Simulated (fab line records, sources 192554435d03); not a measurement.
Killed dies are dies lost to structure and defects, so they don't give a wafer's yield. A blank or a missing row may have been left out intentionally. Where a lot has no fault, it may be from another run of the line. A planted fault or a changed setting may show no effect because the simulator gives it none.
A lot that was struck, set against a sound lot    flow n5Finfet    45 out of 1938 route steps
Sound: these wafers, L554.1, L554.4, L554.6. Struck: wafer L562.2. The cause is given at the end.
Order at every step that has rows: each side's tool, ch and its chambers, its first start. Under that, the readings that differ: sound wafers    struck wafers    difference of the means    sigmas: that difference in standard deviations of wafers without a fault.
alike: same words and numbers on both sides, and readings whose means sit less than 2 such deviations apart. not compared: any withheld reading, any reading some wafer has no value for, any bound like >300 that may hide the same value, and any number with overlapping values for which the record gives no deviation.
A row with sigmas, a row that says differs or no value, or rows on one side alone: a step with any of these is where the two part. Numbers that have no deviation but don't overlap get no sigmas and don't part them. Lack of a reading on every wafer of one side parts them only where that side has two or more wafers.

N5_STI_FIN_REVEAL_ALD_14: deposits Si3N4, target thk 3 nm.
  sound on aldSin-03 ch 1,2,3, day 2 12:23; struck on aldSin-03 ch 3, day 4 13:35
  alike: heaterPowerW
then, 2 steps without rows for these wafers: N5_STI_FIN_REVEAL_FCVD_FILL_01 (material SiO2 flowable, target thk 312 nm, time 512.2 s); N5_STI_FIN_REVEAL_DENSIFY_02 (time 1800 s).
N5_STI_FIN_REVEAL_CMP_04: polishes, stops on Si3N4, t overpolish 4 s, target thk 131.83 nm.
  sound on cmp-01 ch 0,1,2, day 2 17:29; struck on cmp-01 ch 2, day 4 18:37
reading              sound       struck  difference  sigmas
timeToEndpointS (s)  105 95 104  112     +11         +2
  alike: edgeZonePressureFrac, motorCurrentA, overpolishRunS
N5_STI_FIN_REVEAL_THK_MEAS_05:
  sound: filmMetro-02 at day 2 17:44; struck: filmMetro-01 at day 4 18:55
  alike: thkNm
N5_STI_FIN_REVEAL_DENSIFY_30:
  sound on rtpAnneal-01 ch 0, day 2 17:46; struck on rtpAnneal-01 ch 0, day 4 19:06
reading           sound              struck  difference  sigmas
lampPowerPct (%)  11.53 11.55 11.48  11.41   -0.11       -2
  alike: lamp_zone_1_pct
  not compared: wafer_temp_C_max
then, 6 steps without rows for these wafers: N5_STI_FIN_REVEAL_ETCHBACK_08 (etches SiO2 in C4F6/O2, target depth 30.5 nm, time 10.167 s); N5_STI_FIN_REVEAL_STRIP_24 (strips in N2/H2, time 90 s); N5_STI_FIN_REVEAL_PRECLEAN_25 (cleans in SPM, time 90 s); N5_STI_FIN_REVEAL_PRECLEAN_26 (cleans in SC1, time 45 s); N5_STI_FIN_REVEAL_PRECLEAN_29 (cleans in DHF, time 30 s); N5_STI_FIN_REVEAL_SRD_12 (time 30 s).
N5_STI_FIN_REVEAL_RECESS_09: chemistry HF/NH3, target SiO2, afs cycles 11, target depth 42.5 nm, sublimation time 60 s.
  sound on vaporEtch-02 ch 1, day 2 18:23; struck on vaporEtch-01 ch 1, day 4 19:38
  alike: drypumpMotorCurrentA
then, 7 steps without rows for these wafers: N5_STI_FIN_REVEAL_STRIP_16 (strips SiNx in H3PO4, target depth 23.8 nm); N5_STI_FIN_REVEAL_PRECLEAN_17 (cleans in NF3:NH3, afs cycles 1, time 20 s, sublimation time 60 s); N5_STI_FIN_REVEAL_ETCH_34 (etches Si in H2, material Si, target depth 0.97 nm); N5_STI_FIN_REVEAL_OXIDATION_31 (chemistry O2 PLASMA REMOTE, time 20 s); N5_STI_FIN_REVEAL_PRECLEAN_32 (cleans in NF3:NH3, afs cycles 1, time 20 s, sublimation time 60 s); N5_STI_FIN_REVEAL_STRIP_35 (strips Si3N4 in H3PO4, target depth 4 nm, time 39 s); N5_STI_FIN_REVEAL_SRD_21 (time 30 s).
N5_STI_FIN_REVEAL_OXIDATION_33: chemistry O2 PLASMA REMOTE, time 20 s.
  sound on plasmaAsher-02 ch 0, day 2 23:33; struck on plasmaAsher-02 ch 0, day 4 22:10
  alike: drypumpMotorCurrentA, heaterPowerW, rfFwdPowerW
  not compared: rfHoursCounterH
then, 2 steps without rows for these wafers: N5_STI_FIN_REVEAL_CLEAN_19 (cleans in O3/DIW, time 120 s); N5_STI_FIN_REVEAL_SRD_23 (time 30 s).
N5_STI_FIN_REVEAL_CD_MEAS_22: target cd 6.238 nm, pitch 28 nm.
  sound: cdSem-03 at day 2 23:43; struck: cdSem-01 at day 4 22:19
  alike: cdNm
N5_STI_FIN_REVEAL_FIN_H_MEAS_10:
  sound: ocd-02 at day 2 23:45; struck: ocd-01 at day 4 22:21
  alike: trenchDepthNm
then, 2 steps without rows for these wafers: N5_STI_FIN_REVEAL_PRECLEAN_18 (cleans in SC2, time 45 s); N5_STI_FIN_REVEAL_SRD_28 (time 30 s).
N5_STI_FIN_REVEAL_INSPECT_13: inspects for defects (darkfield).
  sound: defectInspect-02 at day 2 23:50; struck: defectInspect-02 at day 4 22:26
  alike: rawDefectCount
then, 2 steps without rows for these wafers: N5_DUMMY_GATE_PRECLEAN_00 (cleans in O3/DIW, time 60 s); N5_DUMMY_GATE_SRD_01 (time 30 s).
N5_DUMMY_GATE_ALD_02: deposits SiO2, target thk 2 nm, pulse time 1 s.
  sound on aldSin-02 ch 1,3, day 3 00:41; struck on aldSin-01 ch 3, day 4 23:34
reading           sound        struck  difference  sigmas
heaterPowerW (W)  533 496 531  432     -88         -3
  alike: precursorPulseHeightRel
then, 4 steps without rows for these wafers: N5_DUMMY_GATE_CVD_03 (deposits a-Si from SiH4, target thk 150 nm, time 8042 s); N5_DUMMY_GATE_PRECLEAN_46 (cleans in DIW, time 89.5 s); N5_DUMMY_GATE_SRD_47 (dry time 32 s); N5_DUMMY_GATE_CMP_04 (polishes a-Si).
N5_DUMMY_GATE_THK_MEAS_05:
  sound: filmMetro-01 at day 3 04:47; struck: filmMetro-02 at day 5 03:40
  alike: thkNm
then, 6 steps without rows for these wafers: N5_DUMMY_GATE_HM_DEP_06 (deposits SiNx from DCS/NH3, target thk 80 nm, time 5141 s); N5_DUMMY_GATE_PECVD_30 (deposits SiO2 from TEOS/O2, target thk 55 nm, time 10.8 s); N5_DUMMY_GATE_COAT_34 (time 60 s, resist thk 60 nm); N5_DUMMY_GATE_COAT_35 (time 60 s, resist thk 10 nm); N5_DUMMY_GATE_COAT_28 (time 60 s, resist thk 10 nm); N5_DUMMY_GATE_COAT_09 (resist thk 30 nm).
N5_SD_EPI_N_SD_RECESS_17: chemistry HBr/Cl2/O2, target depth 41 nm, time 23.7 s, bt time 3 s.
  sound on rieSi-05 ch 0,3, day 3 13:10; struck on rieSi-05 ch 2, day 5 11:15
reading                                 sound              struck  difference  sigmas
model.SD_EPI_N.featureDepthNm (nm)      41.6 41 41.4       47.4    +6.1        
model.etch.depthNm (nm)                 41.59 41.06 41.41  47.34   +5.99       
model.Si_of_WELL_APT_EPI_41.thkNm (nm)  8.6 9.2 8.2        4.4     -4.3        
  alike: drypumpMotorCurrentA, oesProductAu, rfFwdPowerW, throttleValvePct
  not compared: rfHoursCounterH
N5_SD_EPI_N_STRIP_18: strips in SPM, time 750 s.
  sound on wetBench-05 ch 0,3,7, day 3 13:21; struck on wetBench-01 ch 6, day 5 11:26
reading                                 sound      struck  difference  sigmas
model.Si_of_WELL_APT_EPI_41.thkNm (nm)  8.2 8.8 8  4       -4          
  alike: bathGuardTempC
N5_PASSIVATION_PROBE_49:
  sound wafers here have rows in the record (prober-02, day 13 09:35); struck ones have none

== WHERE THEY PART ==
Earliest at N5_STI_FIN_REVEAL_CMP_04; latest, in this record, at N5_PASSIVATION_PROBE_49.

WHY: the cause the simulator had injected
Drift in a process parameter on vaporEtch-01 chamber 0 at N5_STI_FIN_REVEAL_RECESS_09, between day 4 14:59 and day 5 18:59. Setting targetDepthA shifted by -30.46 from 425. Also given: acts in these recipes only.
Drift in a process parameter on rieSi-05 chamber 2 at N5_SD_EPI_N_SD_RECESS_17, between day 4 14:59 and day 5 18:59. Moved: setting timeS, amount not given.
